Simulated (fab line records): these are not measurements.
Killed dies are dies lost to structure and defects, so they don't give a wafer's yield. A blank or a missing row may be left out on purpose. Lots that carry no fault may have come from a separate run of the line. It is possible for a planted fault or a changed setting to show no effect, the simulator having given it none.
What tool caused it?	flow n5-finfet	11 lots with 29 wafers sampled at 2 steps, on a route of 1938 steps

== WHAT THE GAUGES SHOWED, per wafer ==
N5_BEOL_M4_RC_MEAS_101. Usual: DIBL_N 37.7 mV/V, standard deviation 2; DIBL_P 37.7 mV/V, standard deviation 2.3; IOFF_N 0.18 nA/um, standard deviation 0.039; IOFF_P 0.23 nA/um, standard deviation 0.042; ION_N 681 uA/um, standard deviation 12; ION_P 463 uA/um, standard deviation 8; SS_N 71.9 mV/dec, standard deviation 0.68; SS_P 73.6 mV/dec, standard deviation 0.71; VT_N 248 mV, standard deviation 3.2; VT_P -249 mV, standard deviation 3.1.
lot	measured	on	DIBL_N (mV/V)	DIBL_P (mV/V)	IOFF_N (nA/um)	IOFF_P (nA/um)	ION_N (uA/um)	ION_P (uA/um)	SS_N (mV/dec)	SS_P (mV/dec)	VT_N (mV)	VT_P (mV)	flag
L470	day 12 12:42	prober-02	38.0 37.4	37.0 37.3	0.19 0.16	0.20 0.21	692 681	462 459	71.4 71.2	73.3 73.3	247 249	-252 -252	
L474	day 13 10:34	prober-01	40.2 39.1 38.9	40.8 39.3 38.2	0.22 0.21 0.19	0.27 0.24 0.22	673 687 662	456 465 449	72.8 72.5 71.9	74.5 73.8 73.5	246 247 251	-248 -248 -251	
L475	day 13 18:59	prober-02	38.7 36.7 37.4	39.1 36.1 39.1	0.19 0.15 0.18	0.25 0.18 0.25	679 680 695	459 458 471	72.9 72.5 72.8	74.1 73.9 74.3	248 250 251	-251 -256 -250	
L476	day 13 21:57	prober-01	37.6 40.3 38.8	36.9 38.5 38.6	0.16 0.23 0.18	0.23 0.25 0.24	664 682 670	460 461 455	72.0 72.7 71.5	74.0 74.1 73.5	250 247 251	-249 -245 -250	
L478	day 14 05:20	prober-01	39.3 39.9 41.5	39.7 40.9 41.8	0.19 0.22 0.27	0.27 0.27 0.30	701 709 715	477 470 484	71.6 72.0 72.1	73.5 74.2 74.2	246 244 242	-249 -249 -245	
L484	day 15 12:55	prober-02	37.3 38.1	36.6 37.9	0.16 0.19	0.23 0.25	680 676	463 459	72.0 72.4	74.3 73.7	252 249	-250 -246	
L480	day 15 17:26	prober-01	34.6 36.4 39.1	35.0 37.2 40.1	0.14 0.16 0.21	0.19 0.22 0.27	668 673 685	461 461 458	70.6 71.1 72.7	73.0 73.6 73.4	249 251 247	-250 -251 -248	
L483	day 15 22:14	prober-02	37.4 36.1	38.8 37.4	0.16 0.15	0.23 0.20	663 674	454 456	71.4 71.9	74.0 73.9	254 252	-251 -252	
L486	day 16 18:10	prober-01	38.2 33.5	38.9 32.8	0.19 0.11	0.24 0.16	685 674	466 461	71.8 70.6	73.5 72.8	246 254	-248 -255	
L487	day 17 01:41	prober-01	38.0 33.6 35.8	40.6 34.2 36.5	0.18 0.11 0.15	0.23 0.14 0.17	686 645 675	471 444 454	72.0 71.2 71.7	73.7 71.8 73.3	247 256 251	-252 -253 -256	
L489	day 17 05:06	prober-02	39.4 36.0 38.5	38.3 34.0 39.8	0.22 0.17 0.22	0.26 0.19 0.30	685 680 688	469 459 471	73.2 71.6 71.4	73.9 72.8 73.6	245 249 244	-247 -251 -246	

N5_BEOL_M8_OVL_MEAS_29. Usual: V7_OVL gives -0.4 nm (standard deviation 0.65).
lot	measured	on	V7_OVL (nm)	flag
L470	day 14 06:07	overlay-02	-1.3 -1.2	
L474	day 14 19:51	overlay-01	0.1 -0.5 0.3	
L475	day 15 10:26	overlay-01	-0.9 -1.1 -1.3	
L476	day 15 06:01	overlay-01	-0.1 -1.1 -0.7	
L478	day 15 13:41	overlay-02	-0.1 -0.2 0.1	
L484	day 16 19:40	overlay-02	-1.3 0.3	
L480	day 17 03:47	overlay-02	0.1 0.7 0.1	
L483	day 17 10:20	overlay-01	-0.2 0.4	
L486	day 18 05:08	overlay-02	0.7 0.8	
L487	day 18 11:11	overlay-01	-0.2 -0.8 -0.9	
L489	day 18 19:02	overlay-01	-1.2 -0.7 -0.6	

== WHICH TOOL RAN EACH LOT (tool, then ch and the chambers of the sampled wafers, then the start) ==
The record holds no process step before these readings.

== AS READ BY THE TOOLS THEMSELVES (means over the sampled wafers that have a number; for cases with no such wafer, the mark the record gives instead) ==
The record holds no such reading with a usual standard deviation.

== THE ANSWER, worked out from the rows above alone ==
Rule: a lot is off if the mean of its wafers that have a number lies more than 3 standard deviations from the usual mean. Also off: a lot with no number at a reading for which 4 or more lots have one. The other lots that the step has rows for count as sound. Order of review: gauges by route order, followed by the tools' own readings, for which a lot's mean as printed above is used. The first step at which some lot is off is used, and at that step the reading that is off furthest; a lot without a number counts as furthest.
None of the lots is off at any reading shown; this tells nothing.

== WHAT WAS PUT IN BY THE SIMULATOR ==
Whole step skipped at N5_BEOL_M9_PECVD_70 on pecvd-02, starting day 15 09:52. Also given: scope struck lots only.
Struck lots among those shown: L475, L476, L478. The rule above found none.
